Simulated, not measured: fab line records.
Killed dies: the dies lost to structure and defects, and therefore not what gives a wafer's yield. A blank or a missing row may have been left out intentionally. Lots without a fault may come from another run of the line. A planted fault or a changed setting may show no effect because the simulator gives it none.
Which tool was responsible? / flow nandHarc / 15 lots with 45 wafers sampled at 4 steps, on a route of 1302 steps

## WHAT THE GAUGES READ, wafer by wafer
Not one reading of a measure or inspect step in the record can be checked against a usual standard deviation.

## WHAT TOOL EACH LOT RAN ON (gives the tool, then ch and the chambers of the sampled wafers, and finally the start)
lot=L470; NHARC_A_BONDPAD_CMP_29=cmp-01 ch 1,3, day 23 16:44; NHARC_A_BONDPAD_ETCH_34=rieDiel-03 ch 1,2, day 23 17:50; NHARC_A_BONDPAD_ETCH_12=rieDiel-03 ch 0,1,3, no start; NHARC_A_BONDPAD_PVD_27=pvdSputter-02, no start
lot=L472; NHARC_A_BONDPAD_CMP_29=cmp-01 ch 0,1,2, day 23 21:20; NHARC_A_BONDPAD_ETCH_34=rieDiel-03 ch 0,1,2, day 23 22:28; NHARC_A_BONDPAD_ETCH_12=rieDiel-03 ch 1,2,3, no start; NHARC_A_BONDPAD_PVD_27=pvdSputter-02, no start
lot=L471; NHARC_A_BONDPAD_CMP_29=cmp-02 ch 1,2, day 24 02:38; NHARC_A_BONDPAD_ETCH_34=rieDiel-12 ch 0,2, day 24 03:45; NHARC_A_BONDPAD_ETCH_12=rieDiel-12 ch 0,2, no start; NHARC_A_BONDPAD_PVD_27=pvdSputter-03, no start
lot=L474; NHARC_A_BONDPAD_CMP_29=cmp-01 ch 0,1,2, day 25 05:55; NHARC_A_BONDPAD_ETCH_34=rieDiel-03 ch 0,1,2, day 25 07:04; NHARC_A_BONDPAD_ETCH_12=rieDiel-03 ch 0,2, no start; NHARC_A_BONDPAD_PVD_27=pvdSputter-03, no start
lot=L475; NHARC_A_BONDPAD_CMP_29=cmp-04 ch 0,1,2, day 26 01:04; NHARC_A_BONDPAD_ETCH_34=rieDiel-03 ch 0,2,3, day 26 02:01; NHARC_A_BONDPAD_ETCH_12=rieDiel-03 ch 0,2,3, no start; NHARC_A_BONDPAD_PVD_27=pvdSputter-03, no start
lot=L479; NHARC_A_BONDPAD_CMP_29=cmp-04 ch 0,2,3, day 27 15:25; NHARC_A_BONDPAD_ETCH_34=rieDiel-12 ch 1,3, day 27 16:31; NHARC_A_BONDPAD_ETCH_12=rieDiel-12 ch 2,3, day 27 16:36; NHARC_A_BONDPAD_PVD_27=pvdSputter-03, no start
lot=L480; NHARC_A_BONDPAD_CMP_29=cmp-02 ch 1,2,3, day 27 21:32; NHARC_A_BONDPAD_ETCH_34=rieDiel-03 ch 0,1,3, day 27 22:39; NHARC_A_BONDPAD_ETCH_12=rieDiel-03 ch 0,1,3, day 27 22:45; NHARC_A_BONDPAD_PVD_27=pvdSputter-03, no start
lot=L483; NHARC_A_BONDPAD_CMP_29=cmp-01 ch 0,2,3, day 28 16:47; NHARC_A_BONDPAD_ETCH_34=rieDiel-03 ch 0,2,3, day 28 17:53; NHARC_A_BONDPAD_ETCH_12=rieDiel-03 ch 2,3, day 28 17:58; NHARC_A_BONDPAD_PVD_27=pvdSputter-02, no start
lot=L485; NHARC_A_BONDPAD_CMP_29=cmp-01 ch 1,2,3, day 29 05:34; NHARC_A_BONDPAD_ETCH_34=rieDiel-12 ch 1,2, day 29 06:44; NHARC_A_BONDPAD_ETCH_12=rieDiel-12 ch 0,1,2, no start; NHARC_A_BONDPAD_PVD_27=pvdSputter-03, no start
lot=L487; NHARC_A_BONDPAD_CMP_29=cmp-04 ch 0,1,3, day 29 17:37; NHARC_A_BONDPAD_ETCH_34=rieDiel-03 ch 1,2,3, day 29 18:43; NHARC_A_BONDPAD_ETCH_12=rieDiel-03 ch 0,2,3, no start; NHARC_A_BONDPAD_PVD_27=pvdSputter-01, no start
lot=L488; NHARC_A_BONDPAD_CMP_29=cmp-02 ch 2,3, day 30 16:50; NHARC_A_BONDPAD_ETCH_34=rieDiel-03 ch 0,2,3, day 30 17:55; NHARC_A_BONDPAD_ETCH_12=rieDiel-03 ch 0,3, no start; NHARC_A_BONDPAD_PVD_27=pvdSputter-02, no start
lot=L489; NHARC_A_BONDPAD_CMP_29=cmp-01 ch 0,2,3, day 31 11:38; NHARC_A_BONDPAD_ETCH_34=rieDiel-03 ch 0,2,3, day 31 12:36; NHARC_A_BONDPAD_ETCH_12=rieDiel-03 ch 0,1,2, no start; NHARC_A_BONDPAD_PVD_27=pvdSputter-03, no start
lot=L490; NHARC_A_BONDPAD_CMP_29=cmp-02 ch 1,2,3, day 32 04:13; NHARC_A_BONDPAD_ETCH_34=rieDiel-03 ch 0,1,3, day 32 05:21; NHARC_A_BONDPAD_ETCH_12=rieDiel-03 ch 0,1,2, no start; NHARC_A_BONDPAD_PVD_27=pvdSputter-03, no start
lot=L491; NHARC_A_BONDPAD_CMP_29=cmp-04 ch 2,3, day 32 15:21; NHARC_A_BONDPAD_ETCH_34=rieDiel-03 ch 1,3, day 32 16:29; NHARC_A_BONDPAD_ETCH_12=rieDiel-03 ch 0,1,2, no start; NHARC_A_BONDPAD_PVD_27=pvdSputter-03, no start
lot=L492; NHARC_A_BONDPAD_CMP_29=cmp-04 ch 0,2,3, day 32 17:31; NHARC_A_BONDPAD_ETCH_34=rieDiel-12 ch 0,1,2, day 32 18:40; NHARC_A_BONDPAD_ETCH_12=rieDiel-12 ch 1,2,3, no start; NHARC_A_BONDPAD_PVD_27=pvdSputter-02, no start
- NHARC_A_BONDPAD_CMP_29: polishes SiCN, target thk 200 nm.
- NHARC_A_BONDPAD_ETCH_34: etches the open film in N2/H2, target depth 60 nm, overetch 18 nm, time 65.91 s.
- NHARC_A_BONDPAD_ETCH_12: etches the open film in CHF3/O2, target depth 220 nm, time 110 s.
- NHARC_A_BONDPAD_PVD_27: deposits Cu, target thk 30 nm, time 20.49 s.

## AS READ BY THE TOOLS THEMSELVES (means over the sampled wafers that have a number; for cases with no such wafer, the mark the record gives instead)
NHARC_A_BONDPAD_CMP_29. Usual: 12.1 A for motorCurrentA, sd 1.3.
lot=L470; tool=cmp-01; motorCurrentA (A)=12.2; flag=
lot=L472; tool=cmp-01; motorCurrentA (A)=12.5; flag=
lot=L471; tool=cmp-02; motorCurrentA (A)=11.0; flag=
lot=L474; tool=cmp-01; motorCurrentA (A)=12.6; flag=
lot=L475; tool=cmp-04; motorCurrentA (A)=11.5; flag=
lot=L479; tool=cmp-04; motorCurrentA (A)=11.5; flag=
lot=L480; tool=cmp-02; motorCurrentA (A)=11.3; flag=
lot=L483; tool=cmp-01; motorCurrentA (A)=11.7; flag=
lot=L485; tool=cmp-01; motorCurrentA (A)=12.2; flag=
lot=L487; tool=cmp-04; motorCurrentA (A)=11.8; flag=
lot=L488; tool=cmp-02; motorCurrentA (A)=11.4; flag=
lot=L489; tool=cmp-01; motorCurrentA (A)=11.8; flag=
lot=L490; tool=cmp-02; motorCurrentA (A)=11.5; flag=
lot=L491; tool=cmp-04; motorCurrentA (A)=11.9; flag=
lot=L492; tool=cmp-04; motorCurrentA (A)=11.5; flag=

NHARC_A_BONDPAD_ETCH_34. Usual: biasW 150.0 W (standard deviation 0.39); chamberPressureMTorr 29.999 mTorr (standard deviation 0.026); drypumpMotorCurrentA 5.6 A (standard deviation 0.51); oesProductAu 1.004 a.u. (standard deviation 0.0089); rfVppV 431.7 V (standard deviation 2.3); showerheadPlenumPTorr 2.09 Torr (standard deviation 0.078); throttleValvePct 14.172 % (standard deviation 0.0078).
lot=L470; tool=rieDiel-03; biasW (W)=149.9; chamberPressureMTorr (mTorr)=29.983; drypumpMotorCurrentA (A)=5.3; oesProductAu (a.u.)=1.000; rfVppV (V)=429.7; showerheadPlenumPTorr (Torr)=2.04; throttleValvePct (%)=14.176; flag=
lot=L472; tool=rieDiel-03; biasW (W)=150.2; chamberPressureMTorr (mTorr)=29.992; drypumpMotorCurrentA (A)=5.7; oesProductAu (a.u.)=1.008; rfVppV (V)=430.2; showerheadPlenumPTorr (Torr)=2.03; throttleValvePct (%)=14.173; flag=
lot=L471; tool=rieDiel-12; biasW (W)=149.7; chamberPressureMTorr (mTorr)=30.013; drypumpMotorCurrentA (A)=5.8; oesProductAu (a.u.)=1.019; rfVppV (V)=433.2; showerheadPlenumPTorr (Torr)=2.14; throttleValvePct (%)=14.169; flag=
lot=L474; tool=rieDiel-03; biasW (W)=150.3; chamberPressureMTorr (mTorr)=30.009; drypumpMotorCurrentA (A)=5.7; oesProductAu (a.u.)=1.009; rfVppV (V)=430.0; showerheadPlenumPTorr (Torr)=2.03; throttleValvePct (%)=14.169; flag=
lot=L475; tool=rieDiel-03; biasW (W)=150.2; chamberPressureMTorr (mTorr)=30.011; drypumpMotorCurrentA (A)=5.5; oesProductAu (a.u.)=1.013; rfVppV (V)=431.4; showerheadPlenumPTorr (Torr)=2.08; throttleValvePct (%)=14.158; flag=
lot=L479; tool=rieDiel-12; biasW (W)=-; chamberPressureMTorr (mTorr)=-; drypumpMotorCurrentA (A)=-; oesProductAu (a.u.)=-; rfVppV (V)=-; showerheadPlenumPTorr (Torr)=-; throttleValvePct (%)=-; flag=OFF
lot=L480; tool=rieDiel-03; biasW (W)=-; chamberPressureMTorr (mTorr)=-; drypumpMotorCurrentA (A)=-; oesProductAu (a.u.)=-; rfVppV (V)=-; showerheadPlenumPTorr (Torr)=-; throttleValvePct (%)=-; flag=OFF
lot=L483; tool=rieDiel-03; biasW (W)=-; chamberPressureMTorr (mTorr)=-; drypumpMotorCurrentA (A)=-; oesProductAu (a.u.)=-; rfVppV (V)=-; showerheadPlenumPTorr (Torr)=-; throttleValvePct (%)=-; flag=OFF
lot=L485; tool=rieDiel-12; biasW (W)=150.7; chamberPressureMTorr (mTorr)=29.997; drypumpMotorCurrentA (A)=5.8; oesProductAu (a.u.)=1.001; rfVppV (V)=433.9; showerheadPlenumPTorr (Torr)=2.19; throttleValvePct (%)=14.179; flag=
lot=L487; tool=rieDiel-03; biasW (W)=150.1; chamberPressureMTorr (mTorr)=30.000; drypumpMotorCurrentA (A)=5.4; oesProductAu (a.u.)=1.006; rfVppV (V)=430.9; showerheadPlenumPTorr (Torr)=2.09; throttleValvePct (%)=14.166; flag=
lot=L488; tool=rieDiel-03; biasW (W)=149.9; chamberPressureMTorr (mTorr)=29.996; drypumpMotorCurrentA (A)=5.5; oesProductAu (a.u.)=1.004; rfVppV (V)=430.2; showerheadPlenumPTorr (Torr)=2.08; throttleValvePct (%)=14.172; flag=
lot=L489; tool=rieDiel-03; biasW (W)=150.0; chamberPressureMTorr (mTorr)=29.991; drypumpMotorCurrentA (A)=5.5; oesProductAu (a.u.)=1.007; rfVppV (V)=431.8; showerheadPlenumPTorr (Torr)=2.08; throttleValvePct (%)=14.170; flag=
lot=L490; tool=rieDiel-03; biasW (W)=150.1; chamberPressureMTorr (mTorr)=30.012; drypumpMotorCurrentA (A)=5.9; oesProductAu (a.u.)=1.002; rfVppV (V)=431.2; showerheadPlenumPTorr (Torr)=2.08; throttleValvePct (%)=14.174; flag=
lot=L491; tool=rieDiel-03; biasW (W)=149.6; chamberPressureMTorr (mTorr)=30.018; drypumpMotorCurrentA (A)=5.7; oesProductAu (a.u.)=1.005; rfVppV (V)=432.4; showerheadPlenumPTorr (Torr)=2.09; throttleValvePct (%)=14.162; flag=
lot=L492; tool=rieDiel-12; biasW (W)=149.5; chamberPressureMTorr (mTorr)=29.984; drypumpMotorCurrentA (A)=5.4; oesProductAu (a.u.)=1.004; rfVppV (V)=432.1; showerheadPlenumPTorr (Torr)=2.11; throttleValvePct (%)=14.175; flag=

NHARC_A_BONDPAD_ETCH_12. Usual: biasW 200.0 W, standard deviation 0.6; chamberPressureMTorr 25.001 mTorr, standard deviation 0.023; drypumpMotorCurrentA 5.5 A, standard deviation 0.51; o2FlowSccm 10.00 sccm, standard deviation 0.032; oesProductAu 0.956 a.u., standard deviation 0.023; rfVppV 371.7 V, standard deviation 2; showerheadPlenumPTorr 2.45 Torr, standard deviation 0.084; throttleValvePct 20.573 %, standard deviation 0.0091.
lot=L470; tool=rieDiel-03; biasW (W)=200.4; chamberPressureMTorr (mTorr)=24.991; drypumpMotorCurrentA (A)=5.8; o2FlowSccm (sccm)=9.97; oesProductAu (a.u.)=0.919; rfVppV (V)=371.0; showerheadPlenumPTorr (Torr)=2.45; throttleValvePct (%)=20.564; flag=
lot=L472; tool=rieDiel-03; biasW (W)=200.2; chamberPressureMTorr (mTorr)=25.000; drypumpMotorCurrentA (A)=5.4; o2FlowSccm (sccm)=10.00; oesProductAu (a.u.)=0.932; rfVppV (V)=371.3; showerheadPlenumPTorr (Torr)=2.45; throttleValvePct (%)=20.579; flag=
lot=L471; tool=rieDiel-12; biasW (W)=200.3; chamberPressureMTorr (mTorr)=24.996; drypumpMotorCurrentA (A)=5.5; o2FlowSccm (sccm)=9.99; oesProductAu (a.u.)=0.933; rfVppV (V)=371.7; showerheadPlenumPTorr (Torr)=2.44; throttleValvePct (%)=20.567; flag=
lot=L474; tool=rieDiel-03; biasW (W)=199.9; chamberPressureMTorr (mTorr)=25.013; drypumpMotorCurrentA (A)=5.4; o2FlowSccm (sccm)=9.98; oesProductAu (a.u.)=0.962; rfVppV (V)=369.8; showerheadPlenumPTorr (Torr)=2.38; throttleValvePct (%)=20.573; flag=
lot=L475; tool=rieDiel-03; biasW (W)=199.4; chamberPressureMTorr (mTorr)=25.009; drypumpMotorCurrentA (A)=5.5; o2FlowSccm (sccm)=9.98; oesProductAu (a.u.)=0.979; rfVppV (V)=371.5; showerheadPlenumPTorr (Torr)=2.44; throttleValvePct (%)=20.575; flag=
lot=L479; tool=rieDiel-12; biasW (W)=200.6; chamberPressureMTorr (mTorr)=25.009; drypumpMotorCurrentA (A)=5.6; o2FlowSccm (sccm)=10.02; oesProductAu (a.u.)=0.968; rfVppV (V)=373.4; showerheadPlenumPTorr (Torr)=2.54; throttleValvePct (%)=20.575; flag=
lot=L480; tool=rieDiel-03; biasW (W)=200.6; chamberPressureMTorr (mTorr)=25.000; drypumpMotorCurrentA (A)=5.8; o2FlowSccm (sccm)=9.99; oesProductAu (a.u.)=0.983; rfVppV (V)=370.9; showerheadPlenumPTorr (Torr)=2.45; throttleValvePct (%)=20.570; flag=
lot=L483; tool=rieDiel-03; biasW (W)=200.3; chamberPressureMTorr (mTorr)=25.006; drypumpMotorCurrentA (A)=5.1; o2FlowSccm (sccm)=9.98; oesProductAu (a.u.)=0.978; rfVppV (V)=371.1; showerheadPlenumPTorr (Torr)=2.45; throttleValvePct (%)=20.577; flag=
lot=L485; tool=rieDiel-12; biasW (W)=199.7; chamberPressureMTorr (mTorr)=25.004; drypumpMotorCurrentA (A)=5.4; o2FlowSccm (sccm)=10.02; oesProductAu (a.u.)=0.954; rfVppV (V)=371.8; showerheadPlenumPTorr (Torr)=2.48; throttleValvePct (%)=20.578; flag=
lot=L487; tool=rieDiel-03; biasW (W)=199.8; chamberPressureMTorr (mTorr)=24.994; drypumpMotorCurrentA (A)=5.5; o2FlowSccm (sccm)=9.99; oesProductAu (a.u.)=0.963; rfVppV (V)=371.8; showerheadPlenumPTorr (Torr)=2.44; throttleValvePct (%)=20.582; flag=
lot=L488; tool=rieDiel-03; biasW (W)=199.9; chamberPressureMTorr (mTorr)=24.994; drypumpMotorCurrentA (A)=5.6; o2FlowSccm (sccm)=9.98; oesProductAu (a.u.)=0.931; rfVppV (V)=372.5; showerheadPlenumPTorr (Torr)=2.49; throttleValvePct (%)=20.582; flag=
lot=L489; tool=rieDiel-03; biasW (W)=200.3; chamberPressureMTorr (mTorr)=25.010; drypumpMotorCurrentA (A)=5.7; o2FlowSccm (sccm)=10.01; oesProductAu (a.u.)=0.966; rfVppV (V)=370.7; showerheadPlenumPTorr (Torr)=2.39; throttleValvePct (%)=20.572; flag=
lot=L490; tool=rieDiel-03; biasW (W)=199.8; chamberPressureMTorr (mTorr)=25.013; drypumpMotorCurrentA (A)=5.7; o2FlowSccm (sccm)=10.00; oesProductAu (a.u.)=0.953; rfVppV (V)=370.1; showerheadPlenumPTorr (Torr)=2.39; throttleValvePct (%)=20.569; flag=
lot=L491; tool=rieDiel-03; biasW (W)=199.6; chamberPressureMTorr (mTorr)=24.997; drypumpMotorCurrentA (A)=5.7; o2FlowSccm (sccm)=10.00; oesProductAu (a.u.)=0.961; rfVppV (V)=371.3; showerheadPlenumPTorr (Torr)=2.39; throttleValvePct (%)=20.579; flag=
lot=L492; tool=rieDiel-12; biasW (W)=199.4; chamberPressureMTorr (mTorr)=24.993; drypumpMotorCurrentA (A)=5.5; o2FlowSccm (sccm)=10.00; oesProductAu (a.u.)=0.923; rfVppV (V)=373.5; showerheadPlenumPTorr (Torr)=2.54; throttleValvePct (%)=20.573; flag=

NHARC_A_BONDPAD_PVD_27. Usual: substrateTempC 30.00 C, standard deviation 0.11; throttleValvePct 30.1 %, standard deviation 1.
lot=L470; tool=pvdSputter-02; substrateTempC (C)=30.11; throttleValvePct (%)=29.6; flag=
lot=L472; tool=pvdSputter-02; substrateTempC (C)=29.91; throttleValvePct (%)=28.9; flag=
lot=L471; tool=pvdSputter-03; substrateTempC (C)=29.86; throttleValvePct (%)=30.6; flag=
lot=L474; tool=pvdSputter-03; substrateTempC (C)=29.92; throttleValvePct (%)=30.6; flag=
lot=L475; tool=pvdSputter-03; substrateTempC (C)=29.95; throttleValvePct (%)=30.8; flag=
lot=L479; tool=pvdSputter-03; substrateTempC (C)=30.07; throttleValvePct (%)=30.5; flag=
lot=L480; tool=pvdSputter-03; substrateTempC (C)=30.08; throttleValvePct (%)=30.4; flag=
lot=L483; tool=pvdSputter-02; substrateTempC (C)=30.11; throttleValvePct (%)=30.0; flag=
lot=L485; tool=pvdSputter-03; substrateTempC (C)=29.95; throttleValvePct (%)=31.1; flag=
lot=L487; tool=pvdSputter-01; substrateTempC (C)=29.87; throttleValvePct (%)=29.5; flag=
lot=L488; tool=pvdSputter-02; substrateTempC (C)=29.93; throttleValvePct (%)=29.2; flag=
lot=L489; tool=pvdSputter-03; substrateTempC (C)=30.04; throttleValvePct (%)=30.9; flag=
lot=L490; tool=pvdSputter-03; substrateTempC (C)=29.94; throttleValvePct (%)=30.7; flag=
lot=L491; tool=pvdSputter-03; substrateTempC (C)=30.01; throttleValvePct (%)=30.8; flag=
lot=L492; tool=pvdSputter-02; substrateTempC (C)=30.00; throttleValvePct (%)=29.1; flag=

## THE ANSWER, worked out from the rows above alone
Rule: a lot is off if the mean of its wafers that have a number lies more than 3 standard deviations from the usual mean. A lot without any number at a reading at which 4 lots or more have one is off too. The other lots that the step has rows for count as sound. Order of review: gauges by route order, followed by the tools' own readings, for which a lot's mean as printed above is used. The first step at which some lot is off is used, and at that step the reading that is off furthest; a lot without a number counts as furthest.
Off, at NHARC_A_BONDPAD_ETCH_34 on biasW: L479, L480, L483. Without a number there: L479, L480, L483.
If a tool, at that step or one of the process steps before it, ran each lot that is off and ran no sound lot following the first of them, it fits. None of those tried fits.

## WHAT THE SIMULATOR PUT IN
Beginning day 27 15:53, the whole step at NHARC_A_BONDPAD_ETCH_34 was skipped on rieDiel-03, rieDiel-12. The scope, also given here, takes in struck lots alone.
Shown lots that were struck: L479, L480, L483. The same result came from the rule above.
